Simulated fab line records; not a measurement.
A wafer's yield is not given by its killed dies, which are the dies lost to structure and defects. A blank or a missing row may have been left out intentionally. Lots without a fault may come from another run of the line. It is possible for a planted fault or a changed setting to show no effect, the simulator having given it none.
Which tool was responsible?    flow nand harc    Sampling: 12 lots, 36 wafers, 5 of 1159 route steps

## WHAT THE GAUGES SHOWED, per wafer
NHARC_END_SORT_01. Usual: killed at array 25, standard deviation 9.2; killed at other 0.8, standard deviation 1.2; killed at periphery 3.9, standard deviation 2.6; killed dies 30, standard deviation 9.7; killed open 3.4, standard deviation 1.9; killed short 2.0, standard deviation 1.4.
lot   measured      on         killed at array  killed at other  killed at periphery  killed dies  killed open  killed short  flag
L175  day 21 19:50  prober-02  28 25 126        1 1 0            2 2 6                31 28 132    1 3 6        1 4 3         OFF

## EACH LOT AND THE TOOL THAT RAN IT (in order: tool; ch and the chambers of the sampled wafers; start)
lot   NHARC_A_CONTACT_DEP_84         NHARC_A_CONTACT_ETCH_88             NHARC_A_CONTACT_ETCH_110            NHARC_A_CONTACT_STRIP_26
L165  acl dep-01 ch 0, day 17 01:19  rie diel-01 ch 0,1,2, day 17 03:28  rie diel-01 ch 0,1,3, day 17 06:02  rie diel-01 ch 0,1,2, no start
L167  acl dep-01 ch 0, day 17 06:40  rie diel-13 ch 0,1,2, day 17 08:44  rie diel-04 ch 0,2, day 17 11:20    rie diel-04 ch 2,3, no start
L166  acl dep-01 ch 0, day 17 08:53  rie diel-01 ch 1,3, day 17 11:09    rie diel-01 ch 1,2,3, day 17 13:50  rie diel-01 ch 2,3, no start
L170  acl dep-02 ch 0, day 18 04:39  rie diel-01 ch 0,1,3, day 18 06:57  rie diel-01 ch 0,1,3, day 18 09:27  rie diel-01 ch 0,1,3, no start
L169  acl dep-02 ch 0, day 18 10:34  rie diel-01 ch 1,2,3, day 18 12:44  rie diel-13 ch 0,3, day 18 15:18    rie diel-13 ch 0,3, no start
L172  acl dep-01 ch 0, day 19 00:45  rie diel-01 ch 0,1,3, day 19 02:43  rie diel-04 ch 0,3, day 19 05:19    rie diel-04 ch 0,2,3, no start
L171  acl dep-01 ch 0, day 19 04:07  rie diel-01 ch 0,1,2, day 19 05:50  rie diel-13 ch 0,1,2, day 19 08:23  rie diel-13 ch 0,1,3, no start
L175  acl dep-02 ch 0, day 19 09:41  rie diel-04 ch 1,2,3, day 19 11:36  rie diel-04 ch 0,2,3, day 19 15:00  rie diel-04 ch 0,2,3, day 21 19:50 or earlier
L177  acl dep-03 ch 0, day 20 01:44  rie diel-01 ch 1,2,3, day 20 03:35  rie diel-13 ch 0,2,3, day 20 06:16  rie diel-13 ch 1,2,3, no start
L186  acl dep-02 ch 0, day 21 18:26  rie diel-13 ch 0,1,3, day 21 20:26  rie diel-13 ch 0,3, day 21 23:01    rie diel-13 ch 0,1, no start
L187  acl dep-02 ch 0, day 21 19:16  rie diel-01 ch 0,2,3, day 21 21:25  rie diel-01 ch 0,1,3, day 21 23:56  rie diel-01 ch 0,2,3, no start
L188  acl dep-03 ch 0, day 23 01:59  rie diel-01 ch 0,2,3, day 23 04:13  rie diel-01 ch 0,1,2, day 23 06:45  rie diel-01 ch 1,2,3, no start
- NHARC_A_CONTACT_DEP_84: deposits aC, target thk 2000 nm.
- NHARC_A_CONTACT_ETCH_88: etches the open film in CF4, target depth 39 nm, time 65 s.
- NHARC_A_CONTACT_ETCH_110: etches the open film in CF4/O2, target depth 50 nm, overetch 5 nm, time 27.5 s.
- NHARC_A_CONTACT_STRIP_26: strips in O2.

## WHAT THE TOOLS THEMSELVES READ (means of the sampled wafers that have a number; where no wafer has one, the mark that the record gives instead)
NHARC_A_CONTACT_DEP_84. Usual: throttle valve pct 35.002 %, standard deviation 0.0092.
lot   tool        throttle valve pct (%)  flag
L165  acl dep-01  35.006                  
L167  acl dep-01  35.004                  
L166  acl dep-01  34.997                  
L170  acl dep-02  35.011                  
L169  acl dep-02  35.004                  
L172  acl dep-01  34.998                  
L171  acl dep-01  35.000                  
L175  acl dep-02  35.005                  
L177  acl dep-03  35.003                  
L186  acl dep-02  34.994                  
L187  acl dep-02  35.003                  
L188  acl dep-03  34.998                  

NHARC_A_CONTACT_ETCH_88. Usual: drypump motor current A 5.6 A, standard deviation 0.49; oes product au 1.000 a.u., standard deviation 0.0084; rf vpp V 150.8 V, standard deviation 1.3; showerhead plenum p Torr 1.73 Torr, standard deviation 0.079; throttle valve pct 13.284 %, standard deviation 0.0094.
lot   tool         drypump motor current A (A)  oes product au (a.u.)  rf vpp V (V)  showerhead plenum p Torr (Torr)  throttle valve pct (%)  flag
L165  rie diel-01  5.1                          0.994                  151.1         1.74                             13.283                  
L167  rie diel-13  5.8                          1.001                  150.5         1.71                             13.280                  
L166  rie diel-01  5.4                          0.997                  150.5         1.69                             13.293                  
L170  rie diel-01  5.3                          0.999                  150.5         1.73                             13.281                  
L169  rie diel-01  5.4                          0.994                  150.9         1.68                             13.279                  
L172  rie diel-01  5.3                          1.009                  150.8         1.73                             13.286                  
L171  rie diel-01  5.1                          1.001                  150.2         1.74                             13.292                  
L175  rie diel-04  6.3                          1.014                  151.6         1.78                             13.288                  
L177  rie diel-01  5.4                          0.998                  149.6         1.68                             13.296                  
L186  rie diel-13  5.7                          0.994                  150.9         1.75                             13.294                  
L187  rie diel-01  5.4                          0.995                  150.2         1.72                             13.280                  
L188  rie diel-01  5.3                          0.994                  150.0         1.72                             13.273                  

NHARC_A_CONTACT_ETCH_110. Usual: drypump motor current A 5.7 A, standard deviation 0.5; oes_ar_750_au 1.000 a.u., standard deviation 0.004; oes product au 1.001 a.u., standard deviation 0.009; rf vpp V 197.3 V, standard deviation 1.5; showerhead plenum p Torr 1.31 Torr, standard deviation 0.067; throttle valve pct 13.396 %, standard deviation 0.0097.
lot   tool         drypump motor current A (A)  oes_ar_750_au (a.u.)  oes product au (a.u.)  rf vpp V (V)  showerhead plenum p Torr (Torr)  throttle valve pct (%)  flag
L165  rie diel-01  5.3                          1.001                 0.999                  197.1         1.31                             13.408                  
L167  rie diel-04  6.1                          1.001                 0.986                  198.5         1.37                             13.394                  
L166  rie diel-01  5.4                          1.003                 1.003                  196.3         1.26                             13.386                  
L170  rie diel-01  5.3                          1.000                 1.003                  197.3         1.31                             13.398                  
L169  rie diel-13  5.3                          1.000                 0.998                  198.3         1.31                             13.387                  
L172  rie diel-04  6.0                          0.999                 1.005                  196.7         1.25                             13.396                  
L171  rie diel-13  5.8                          1.002                 1.005                  196.9         1.28                             13.406                  
L175  rie diel-04  6.1                          0.996                 0.985                  197.5         1.31                             13.386                  
L177  rie diel-13  5.5                          1.003                 0.995                  197.3         1.32                             13.395                  
L186  rie diel-13  5.3                          1.004                 1.000                  196.9         1.30                             13.399                  
L187  rie diel-01  5.3                          0.999                 1.004                  196.6         1.31                             13.394                  
L188  rie diel-01  5.1                          1.001                 0.996                  197.1         1.31                             13.394                  

NHARC_A_CONTACT_STRIP_26. Usual: drypump motor current A 5.7 A, standard deviation 0.52; oes product au 1.001 a.u., standard deviation 0.0086; rf vpp V 57.5 V, standard deviation 0.94; showerhead plenum p Torr 3.47 Torr, standard deviation 0.17; throttle valve pct 17.036 %, standard deviation 0.0092.
lot   tool         drypump motor current A (A)  oes product au (a.u.)  rf vpp V (V)  showerhead plenum p Torr (Torr)  throttle valve pct (%)  flag
L165  rie diel-01  5.1                          0.994                  57.3          3.47                             17.040                  
L167  rie diel-04  6.3                          0.994                  58.5          3.65                             17.034                  
L166  rie diel-01  5.7                          1.002                  58.1          3.32                             17.034                  
L170  rie diel-01  5.3                          0.998                  57.7          3.46                             17.021                  
L169  rie diel-13  5.4                          0.989                  57.0          3.60                             17.027                  
L172  rie diel-04  6.1                          1.002                  57.3          3.47                             17.034                  
L171  rie diel-13  5.7                          0.999                  57.9          3.51                             17.042                  
L175  rie diel-04  6.1                          1.001                  58.2          3.47                             17.036                  
L177  rie diel-13  5.8                          1.000                  58.2          3.54                             17.032                  
L186  rie diel-13  5.6                          1.000                  57.2          3.36                             17.034                  
L187  rie diel-01  5.4                          0.994                  56.7          3.43                             17.043                  
L188  rie diel-01  5.5                          0.993                  56.9          3.33                             17.037                  

## THE ANSWER, worked out from the rows above alone
Rule: take the mean of a lot's wafers that have a number; if it is more than 3 standard deviations from the usual mean, the lot is off. Also off: a lot with no number at a reading for which 4 or more lots have one. All remaining lots with rows at the step are treated as sound. Order of review: gauges by route order, followed by the tools' own readings, for which a lot's mean as printed above is used. The first step at which some lot is off is used, and at that step the reading that is off furthest; a lot without a number counts as furthest.
Off, at NHARC_END_SORT_01 on killed at array: L175. Neither off nor sound, because the step has no rows for them: L165, L167, L166, L170, L169, L172, L171, L177, L186, L187, L188.
A tool fits if, at a process step before that reading, it ran every lot that is off, and no sound lot after the first of them. Those tools and the gauges at NHARC_END_SORT_01 are tried in the same way. Because NHARC_A_CONTACT_STRIP_26 lacks a start for some lots, the hours and order of its lots are taken from NHARC_END_SORT_01. Can't be told from this: 3 tools fit, acl dep-02 at NHARC_A_CONTACT_DEP_84, rie diel-04 at NHARC_A_CONTACT_ETCH_88 and NHARC_A_CONTACT_ETCH_110 and NHARC_A_CONTACT_STRIP_26, prober-02 at NHARC_END_SORT_01.

## WHAT WAS PUT IN BY THE SIMULATOR
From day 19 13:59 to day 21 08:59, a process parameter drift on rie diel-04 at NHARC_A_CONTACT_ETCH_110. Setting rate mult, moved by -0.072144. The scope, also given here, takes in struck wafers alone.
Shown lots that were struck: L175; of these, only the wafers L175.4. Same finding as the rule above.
